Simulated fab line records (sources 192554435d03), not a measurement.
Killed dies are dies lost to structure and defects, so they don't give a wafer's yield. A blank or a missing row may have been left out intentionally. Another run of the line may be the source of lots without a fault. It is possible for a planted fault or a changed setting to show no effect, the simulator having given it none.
One fault through the eyes of 3 desks	flow n5_finfet	every desk sees just its own numbers, and what lay behind them comes last

== AT THE METROLOGY DESK ==
What the gauges read, lot by lot, whatever tool the lot ran on: means of the sampled wafers that have a number. Any lot whose mean is over 4 standard deviations away from the usual mean is out of limits and marked OUT; that distance is given in the brackets. It has 10 readings; the 7 that lie furthest out on some lot are the ones shown.
Columns: A = DIBL_N at N5_BEOL_M4_RC_MEAS_101, usual 36.2 mV/V; B = DIBL_P at N5_BEOL_M4_RC_MEAS_101, usual 36.5 mV/V; C = IOFF_N at N5_BEOL_M4_RC_MEAS_101, usual 0.158 nA/um; D = IOFF_P at N5_BEOL_M4_RC_MEAS_101, usual 0.21 nA/um; E = ION_P at N5_BEOL_M4_RC_MEAS_101, usual 464 uA/um; F = VT_N at N5_BEOL_M4_RC_MEAS_101, usual 250.4 mV; G = VT_P at N5_BEOL_M4_RC_MEAS_101, usual -250 mV
lot	first seen here	A	B	C	D	E	F	G
L887	day 10 01:08	35.3	35.8	0.150	0.20	466	248.9	-250
L886	day 10 03:08	35.7	37.1	0.165	0.21	465	250.0	-250
L888	day 10 11:28	36.8	37.4	0.179	0.22	470	246.6	-248
L891	day 11 15:24	38.4	40.0	0.209	0.30	477	245.7	-245
L892	day 12 11:24	34.0	34.5	0.128	0.17	456	250.5	-253
L895	day 12 17:43	36.8	37.2	0.158	0.24	472	249.8	-247
L900	day 14 01:10	37.5	38.1	0.186	0.27	471	249.4	-246
Finding of this desk: none of the 7 lots has anything out of limits.

== THE DEFECT DESK ==
Lot by lot, what the route's inspections counted, given as the mean of those sampled wafers with a number. Any lot whose mean is over 4 standard deviations away from the usual mean is out of limits and marked OUT; that distance is given in the brackets.
Columns: A = raw_defect_count at N5_HKMG_FIN_INSPECT_28, usual 40
lot	first seen here	A
L886	day 6 15:13	38
L887	day 6 17:08	44
L888	day 6 23:53	61
L891	day 7 18:23	42
L892	day 8 03:50	21
L895	day 9 09:20	47
L900	day 10 03:44	22
Finding of this desk: none of the 7 lots has anything out of limits.

== DESK OF THE TOOL OWNER: rie_diel-01 ==
The tool's own readings at N5_GATE_CUT_ETCH_58 (etches SiNx in CH3F/O2, target depth 17 nm, time 128.6 s): means of the sampled wafers that have a number, for each lot that ran on this tool. Any lot whose mean is over 4 standard deviations away from the usual mean is out of limits and marked OUT; that distance is given in the brackets.
Columns: A = drypump_motor_current_A at N5_GATE_CUT_ETCH_58, usual 5.6 A; B = oes_product_au at N5_GATE_CUT_ETCH_58, usual 0.78 a.u.; C = rf_vpp_V at N5_GATE_CUT_ETCH_58, usual 99.1 V; D = showerhead_plenum_p_Torr at N5_GATE_CUT_ETCH_58, usual 2.01 Torr; E = throttle_valve_pct at N5_GATE_CUT_ETCH_58, usual 16.32 %
lot	first seen here	A	B	C	D	E
L886	day 6 15:32	5.5	0.79	99.8	2.02	16.51
L891	day 7 18:43	5.7	0.77	98.7	1.98	16.47
L892	day 8 04:10	5.9	0.73	98.2	1.91	16.45
L895	day 9 09:39	5.3	0.72	99.5	1.99	16.46
Finding of this desk: none of the 4 lots has anything out of limits.

== PUT TOGETHER ==
Nothing out of limits was seen by the metrology desk.
No out-of-limits result turned up at the defect desk.
Nothing out of limits was seen by the tool owner's desk.

== WHAT THE SIMULATOR HAD PUT IN ==
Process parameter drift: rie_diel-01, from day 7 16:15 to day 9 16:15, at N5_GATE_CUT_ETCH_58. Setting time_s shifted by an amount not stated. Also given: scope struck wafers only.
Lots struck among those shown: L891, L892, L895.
